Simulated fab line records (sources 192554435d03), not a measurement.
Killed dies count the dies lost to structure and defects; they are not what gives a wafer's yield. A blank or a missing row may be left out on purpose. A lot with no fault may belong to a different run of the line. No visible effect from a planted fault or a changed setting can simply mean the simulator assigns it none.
A struck lot beside a sound one / flow n5_finfet / 38 steps out of a route of 1938
Sound: wafers L504.1, L504.2, L504.3. Struck: wafer L520.6 (left out: L520.1, L520.5 of the same lot, which were not struck); the cause appears at the end.
For every step that has rows: the tool of each side, followed by ch and its chambers, followed by its first start. Under that, the readings that differ: sound wafers / struck wafers / difference of the means / sigmas: that difference in standard deviations of wafers without a fault.
alike: readings with means less than 2 such deviations apart, plus words and numbers identical on both sides. not compared: withheld readings, readings lacking a value on some wafer, bounds such as >300 that could conceal the same value, and numbers that have no deviation in the record and whose values overlap.
The two part at a step that has a row with sigmas, a row that says differs or no value, or rows on one side only. When numbers do not overlap yet have no deviation, they are printed without sigmas and do not part them. A reading missing from all wafers of one side parts the sides only when that side holds two or more wafers.

first, 9 steps without rows for these wafers: N5_BEOL_M1_ANNEAL_95 (time 240 s); N5_BEOL_M1_SPUTTER_96 (material Cu, target thk 4.5 nm, time 8.29 s); N5_BEOL_M1_ECD_50 (material Cu, target thk 300 nm); N5_BEOL_M1_ANNEAL_51 (time 90 s); N5_BEOL_M1_CMP_52 (polishes, stops on SiOC, t overpolish 6.8 s, target thk 40 nm); N5_BEOL_M1_PRE_CLEAN_60 (time 15 s); N5_BEOL_M1_CO_CAP_55 (material Co, precursor CCTBA/H2, target thk 2 nm, time 102.1 s); N5_BEOL_M1_PRE_CLEAN_56 (time 15 s); N5_BEOL_M1_DEP_57 (deposits SiCN from 3MS/NH3, target thk 8 nm, time 14 s).
N5_BEOL_M2_ILD_DEP_00: deposits SiOC from DEMS/O2, target thk 79 nm, time 15.3 s.
  sound on pecvd-03 ch 0,1,2, day 6 14:29; struck on pecvd-03 ch 1, day 10 19:50
reading=model.SiOC_of_BEOL_M2_ILD_DEP_00.thk_nm (nm); sound=79.2 78 78; struck=132.6; difference=+54.2; sigmas=
  alike: heater_power_w, showerhead_plenum_p_Torr, susceptor_temp_C, throttle_valve_pct
N5_BEOL_M2_THK_MEAS_01:
  struck on film_metro-01, day 10 19:54; sound on film_metro-02, day 6 14:34
reading=M2_ILD_THK (nm); sound=79.2 78.0 77.9; struck=132.4; difference=+54.0; sigmas=+59
then, 24 steps without rows for these wafers: N5_BEOL_M2_PECVD_72 (deposits SiO2 from TEOS/O2, target thk 16 nm, time 18 s); N5_BEOL_M2_HM_DEP_02 (deposits TiN, target thk 20 nm); N5_BEOL_M2_COAT_61 (time 60 s, resist thk 60 nm); N5_BEOL_M2_COAT_62 (time 60 s, resist thk 12 nm); N5_BEOL_M2_COAT_73 (time 60 s, resist thk 5 nm); N5_BEOL_M2_COAT_05 (resist thk 30 nm); N5_BEOL_M2_EBR_07; N5_BEOL_M2_SOFTBAKE_06 (time 60 s); N5_BEOL_M2_EXPOSE_08 (exposes mask M2); N5_BEOL_M2_PEB_09 (peb time 60 s); N5_BEOL_M2_DEVELOP_10 (develop time 30 s); N5_BEOL_M2_DESCUM_16 (chemistry O2, time 7 s); N5_BEOL_M2_ETCH_74 (etches underlayer in N2/H2, target depth 6.5 nm, time 5.2 s); N5_BEOL_M2_ETCH_63 (etches SiARC in CF4, target depth 15.6 nm, time 26 s); N5_BEOL_M2_ETCH_64 (etches SOC in N2/H2, target depth 75 nm, overetch 22.5 nm, time 121.9 s); N5_BEOL_M2_STRIP_65 (strips in N2/H2); N5_BEOL_M2_STRIP_75 (strips in N2/H2); N5_BEOL_M2_STRIP_66 (strips in CF4); N5_BEOL_M2_HM_OPEN_17 (chemistry Cl2/BCl3, target TiN, target depth 20 nm, overetch 6 nm); N5_BEOL_M2_STRIP_19 (strips in O2); N5_BEOL_M2_COAT_67 (time 60 s, resist thk 60 nm); N5_BEOL_M2_COAT_68 (time 60 s, resist thk 12 nm); N5_BEOL_M2_COAT_76 (time 60 s, resist thk 5 nm); N5_BEOL_M2_COAT_22 (resist thk 30 nm).
N5_BEOL_M2_CMP_52: polishes, stops on SiOC, t overpolish 6.8 s, target thk 40 nm.
  sound on cmp-03 ch 0,1,3, day 7 02:40; struck on cmp-02 ch 0, day 11 13:26
reading=model.SiOC_of_BEOL_M2_ILD_DEP_00.thk_nm (nm); sound=76.2 75 75; struck=129.6; difference=+54.2; sigmas=
  alike: head_pressure_psi, motor_current_A, slurry_flow_ml_min
N5_BEOL_M4_RC_MEAS_101:
  the record has rows for the sound wafers here (prober-02 ch 0, day 8 16:25) and none for the struck ones
-- a jump in the record: the struck wafers' starts before and after are 7 days apart (it breaks off in module BEOL_M4 and resumes in module PASSIVATION, where the first step shown is number 1936 of the route) --
N5_PASSIVATION_PROBE_49:
  struck on prober-01, day 18 06:03; sound on prober-01, day 13 14:56
reading=defect_limited_yield (%); sound=85.8 86.7 91.2; struck=0; difference=-88; sigmas=-55
reading=killed_at_M0_to_M3; sound=49 72 28; struck=1124; difference=+1074; sigmas=+98
reading=killed_at_contacts; sound=37 17 26; struck=13; difference=-14; sigmas=-2
reading=killed_at_other; sound=4 10 7; struck=1; difference=-6; sigmas=-2
reading=killed_dies; sound=167 157 104; struck=1180; difference=+1037; sigmas=+55
reading=killed_on_rim; sound=22 20 15; struck=152; difference=+133; sigmas=+29
reading=killed_open; sound=126 107 68; struck=59; difference=-41; sigmas=-3
reading=sort_bin_5_function (%); sound=9.2 6.9 5.5; struck=96.2; difference=+89.0; sigmas=+89
reading=sort_n_pass; sound=1013 1023 1076; struck=0; difference=-1037; sigmas=-55
reading=sort_yield_pct (%); sound=85.8 86.7 91.2; struck=0; difference=-88; sigmas=-55
  alike: killed_at_M4_up, killed_at_front_end, killed_short, sort_bin_6_memory

== WHERE THEY PART ==
Last at N5_PASSIVATION_PROBE_49 as far as this record goes, first at N5_BEOL_M2_THK_MEAS_01.

WHY: what the simulator had put in
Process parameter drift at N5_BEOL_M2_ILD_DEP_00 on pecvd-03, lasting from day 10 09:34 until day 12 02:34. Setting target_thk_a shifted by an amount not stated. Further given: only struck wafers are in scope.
